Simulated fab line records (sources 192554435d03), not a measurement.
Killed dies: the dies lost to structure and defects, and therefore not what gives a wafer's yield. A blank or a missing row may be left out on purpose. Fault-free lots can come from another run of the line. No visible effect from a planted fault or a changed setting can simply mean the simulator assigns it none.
Which of the tools did it? -- flow n5_finfet -- Sampling: 10 lots, 29 wafers, 5 of 1938 route steps

== WHAT EACH GAUGE READ, for each wafer ==
N5_DUMMY_GATE_CD_MEAS_24: the cd target is 15 nm. Usual: 15.1 nm for cd_nm, sd 0.49.
lot,measured,on,cd_nm (nm),flag
L482,day 3 05:29,cd_sem-01,14.7 15.0,
L484,day 3 18:56,cd_sem-02,15.4 15.0 15.3,
L488,day 4 17:51,cd_sem-02,15.7 15.8 15.1,
L489,day 5 05:55,cd_sem-02,15.2 14.1 14.7,
L490,day 5 07:19,cd_sem-03,14.3 14.9 15.2,
L494,day 6 07:01,cd_sem-01,15.7 16.0 15.2,
L495,day 6 11:16,cd_sem-03,15.1 15.1 15.0,
L497,day 6 23:00,cd_sem-02,15.9 15.2 15.5,
L501,day 7 23:01,cd_sem-01,14.7 15.0 15.3,
L504,day 8 16:25,cd_sem-01,15.6 15.0 15.1,

N5_BEOL_M4_RC_MEAS_101. Usual: DIBL_N 36.0 mV/V, standard deviation 2.2; DIBL_P 35.9 mV/V, standard deviation 2.6; IOFF_N 0.16 nA/um, standard deviation 0.038; IOFF_P 0.21 nA/um, standard deviation 0.042; ION_N 675 uA/um, standard deviation 15; ION_P 463 uA/um, standard deviation 10; REXT_N 75.4 ohm.um, standard deviation 2.1; REXT_P 100.3 ohm.um, standard deviation 1.9; SS_N 71.5 mV/dec, standard deviation 0.62; SS_P 73.2 mV/dec, standard deviation 0.76; VT_N 250 mV, standard deviation 4.1; VT_P -251 mV, standard deviation 3.6.
lot,measured,on,DIBL_N (mV/V),DIBL_P (mV/V),IOFF_N (nA/um),IOFF_P (nA/um),ION_N (uA/um),ION_P (uA/um),REXT_N (ohm.um),REXT_P (ohm.um),SS_N (mV/dec),SS_P (mV/dec),VT_N (mV),VT_P (mV),flag
L482,day 8 00:44,prober-01,37.3 35.4,37.3 35.0,0.17 0.14,0.21 0.19,674 667,461 454,77.0 77.7,98.5 99.2,71.5 71.6,73.2 72.4,251 251,-254 -253,
L484,day 9 02:25,prober-02,33.3 36.6 34.8,33.6 37.5 34.4,0.12 0.17 0.14,0.15 0.20 0.15,657 680 656,446 458 444,77.6 77.7 77.9,99.3 98.4 100.6,70.9 72.6 71.8,73.0 73.8 73.3,253 247 251,-255 -251 -255,
L488,day 9 22:17,prober-01,36.5 34.2 35.0,35.6 34.0 34.3,0.15 0.13 0.13,0.20 0.19 0.19,672 682 673,462 473 465,71.5 73.5 71.9,98.4 98.2 99.4,71.5 70.9 70.7,73.3 72.4 72.6,249 253 251,-249 -250 -249,
L489,day 10 03:46,prober-01,35.3 37.6 39.0,34.6 36.8 39.5,0.13 0.16 0.21,0.17 0.20 0.24,673 662 684,464 450 464,74.2 76.3 75.8,101.4 103.2 101.6,70.8 71.5 72.3,72.6 74.0 74.1,251 252 246,-255 -254 -252,
L490,day 9 23:51,prober-02,37.8 35.3 35.8,37.3 34.2 33.6,0.16 0.12 0.13,0.19 0.16 0.15,675 644 653,459 445 446,74.1 74.6 73.7,100.4 99.4 99.7,71.2 70.9 71.9,73.3 73.4 72.5,252 259 256,-254 -256 -259,
L494,day 11 13:40,prober-02,35.7 32.8 36.7,35.0 31.4 34.6,0.15 0.11 0.16,0.19 0.15 0.19,671 670 669,464 458 457,76.3 76.4 75.6,99.5 99.6 100.1,70.9 70.7 71.8,72.2 72.1 72.8,248 253 249,-250 -254 -250,
L495,day 11 07:28,prober-02,33.4 37.0 36.8,32.9 36.6 36.4,0.11 0.16 0.16,0.16 0.25 0.24,649 671 685,447 471 473,86.7 78.0 78.9,110.7 99.1 100.3,70.0 71.9 71.2,72.8 73.8 72.4,255 247 250,-254 -248 -253,
L497,day 11 22:24,prober-01,32.7 37.0 34.2,34.8 38.6 34.9,0.13 0.19 0.15,0.17 0.25 0.19,659 691 694,450 475 480,81.8 75.4 72.4,109.3 100.2 97.7,70.6 71.3 71.1,72.8 73.8 72.6,252 246 249,-252 -247 -250,
L501,day 13 05:34,prober-02,38.0 34.9 34.1,39.0 35.5 34.3,0.20 0.15 0.13,0.25 0.19 0.18,685 689 664,465 469 458,74.4 73.7 74.4,99.7 100.0 99.2,72.1 71.6 71.3,74.5 73.0 73.1,248 250 253,-251 -250 -254,
L504,day 13 18:21,prober-02,36.0 35.7 35.6,37.0 36.7 37.8,0.18 0.18 0.19,0.25 0.25 0.28,684 693 700,464 475 491,76.4 74.4 76.5,101.9 101.2 100.2,71.0 71.2 71.5,73.4 73.6 74.2,245 244 245,-248 -245 -245,

== EACH LOT AND THE TOOL THAT RAN IT (in order: tool; ch and the chambers of the sampled wafers; start) ==
lot,N5_DUMMY_GATE_ETCH_36,N5_DUMMY_GATE_ETCH_31,N5_SPACER0_ALD_00
L482,"rie_diel-02 ch 1,2, day 3 04:38","rie_diel-05 ch 2,3, day 3 05:02","ald_sin-02 ch 1,2, day 3 06:22"
L484,"rie_diel-02 ch 1,2,3, day 3 18:05","rie_diel-03 ch 1,2, day 3 18:28","ald_sin-02 ch 1,2,3, day 3 19:24"
L488,"rie_diel-02 ch 1,2,3, day 4 17:05","rie_diel-05 ch 0,1,2, day 4 17:24","ald_sin-01 ch 2,3, day 4 18:55"
L489,"rie_diel-02 ch 0,1, day 5 05:09","rie_diel-02 ch 0,1, day 5 05:28","ald_sin-04 ch 1,3, day 5 06:32"
L490,"rie_diel-02 ch 1,3, day 5 06:34","rie_diel-03 ch 0,1, day 5 06:53","ald_sin-02 ch 2,3, day 5 07:48"
L494,"rie_diel-02 ch 0,1, day 6 06:14","rie_diel-02 ch 0,2, day 6 06:34","ald_sin-01 ch 2,3, day 6 07:29"
L495,"rie_diel-02 ch 0,2,3, day 6 10:30","rie_diel-02 ch 2,3, day 6 10:49","ald_sin-01 ch 2,3, day 6 12:17"
L497,"rie_diel-03 ch 1,2, day 6 21:58","rie_diel-05 ch 0,1,2, day 6 22:32","ald_sin-01 ch 0,2,3, day 6 23:44"
L501,"rie_diel-05 ch 0,2,3, day 7 22:14","rie_diel-05 ch 0,2,3, day 7 22:34","ald_sin-02 ch 0,1,3, day 7 23:29"
L504,"rie_diel-03 ch 0,1, day 8 15:40","rie_diel-05 ch 2,3, day 8 15:59","ald_sin-04 ch 0,1,3, day 8 16:59"
- N5_DUMMY_GATE_ETCH_36: etches SiARC in CF4, target depth 13 nm.
- N5_DUMMY_GATE_ETCH_31: etches SiO2 in C4F6/O2, target depth 82.5 nm, time 27.5 s.
- N5_SPACER0_ALD_00: deposits SiOCN, target thk 3.5 nm, pulse time 3 s, purge time 2 s.

== AS READ BY THE TOOLS THEMSELVES (means over the sampled wafers that have a number; for cases with no such wafer, the mark the record gives instead) ==
N5_DUMMY_GATE_ETCH_36. Usual: drypump_motor_current_A 5.8 A, standard deviation 0.5; oes_product_au 0.81 a.u., standard deviation 0.082; rf_vpp_V 184.2 V, standard deviation 0.83; showerhead_plenum_p_Torr 2.14 Torr, standard deviation 0.045; throttle_valve_pct 15.49 %, standard deviation 0.24.
lot,tool,drypump_motor_current_A (A),oes_product_au (a.u.),rf_vpp_V (V),showerhead_plenum_p_Torr (Torr),throttle_valve_pct (%),flag
L482,rie_diel-02,6.1,0.80,184.2,2.12,15.52,
L484,rie_diel-02,5.8,0.78,184.2,2.12,15.57,
L488,rie_diel-02,5.8,0.79,184.3,2.11,15.58,
L489,rie_diel-02,5.6,0.87,183.3,2.08,15.25,
L490,rie_diel-02,5.5,0.78,184.3,2.10,15.56,
L494,rie_diel-02,5.6,0.88,183.4,2.08,15.26,
L495,rie_diel-02,5.7,0.81,184.1,2.11,15.46,
L497,rie_diel-03,5.4,0.79,185.1,2.20,15.61,
L501,rie_diel-05,6.0,0.79,184.9,2.13,15.64,
L504,rie_diel-03,5.1,0.87,183.3,2.12,15.45,

N5_DUMMY_GATE_ETCH_31. Usual: drypump_motor_current_A 5.8 A, standard deviation 0.48; oes_product_au 0.81 a.u., standard deviation 0.075; rf_vpp_V 671 V, standard deviation 15; showerhead_plenum_p_Torr 2.84 Torr, standard deviation 0.052; throttle_valve_pct 21.05 %, standard deviation 0.23.
lot,tool,drypump_motor_current_A (A),oes_product_au (a.u.),rf_vpp_V (V),showerhead_plenum_p_Torr (Torr),throttle_valve_pct (%),flag
L482,rie_diel-05,6.2,0.86,656,2.84,21.12,
L484,rie_diel-03,5.1,0.71,679,2.92,21.31,
L488,rie_diel-05,5.8,0.78,659,2.88,20.93,
L489,rie_diel-02,5.5,0.90,682,2.80,20.81,
L490,rie_diel-03,5.1,0.81,685,2.82,21.20,
L494,rie_diel-02,6.1,0.80,676,2.84,21.09,
L495,rie_diel-02,6.1,0.74,675,2.83,21.22,
L497,rie_diel-05,5.8,0.77,659,2.87,20.95,
L501,rie_diel-05,6.0,0.79,665,2.82,21.16,
L504,rie_diel-05,6.0,0.82,652,2.84,21.08,

N5_SPACER0_ALD_00. Usual: heater_power_w 856 W, standard deviation 63; precursor_pulse_height_rel 0.997, standard deviation 0.02.
lot,tool,heater_power_w (W),precursor_pulse_height_rel,flag
L482,ald_sin-02,846,1.010,
L484,ald_sin-02,820,0.986,
L488,ald_sin-01,875,0.995,
L489,ald_sin-04,921,1.014,
L490,ald_sin-02,826,1.004,
L494,ald_sin-01,873,0.983,
L495,ald_sin-01,892,0.991,
L497,ald_sin-01,848,0.996,
L501,ald_sin-02,828,0.997,
L504,ald_sin-04,880,0.978,

== THE ANSWER, worked out from the rows above alone ==
Rule: take the mean of a lot's wafers that have a number; if it is more than 3 standard deviations from the usual mean, the lot is off. Also off: a lot with no number at a reading for which 4 or more lots have one. Where the step has rows for the other lots, those lots are counted as sound. Order of review: gauges by route order, followed by the tools' own readings, for which a lot's mean as printed above is used. At the first step where some lot is off, the reading lying furthest off is the one used; lots without a number count as furthest.
Across all readings shown, no lot is off: no conclusion can be drawn from this.

== WHAT THE SIMULATOR HAD PUT IN ==
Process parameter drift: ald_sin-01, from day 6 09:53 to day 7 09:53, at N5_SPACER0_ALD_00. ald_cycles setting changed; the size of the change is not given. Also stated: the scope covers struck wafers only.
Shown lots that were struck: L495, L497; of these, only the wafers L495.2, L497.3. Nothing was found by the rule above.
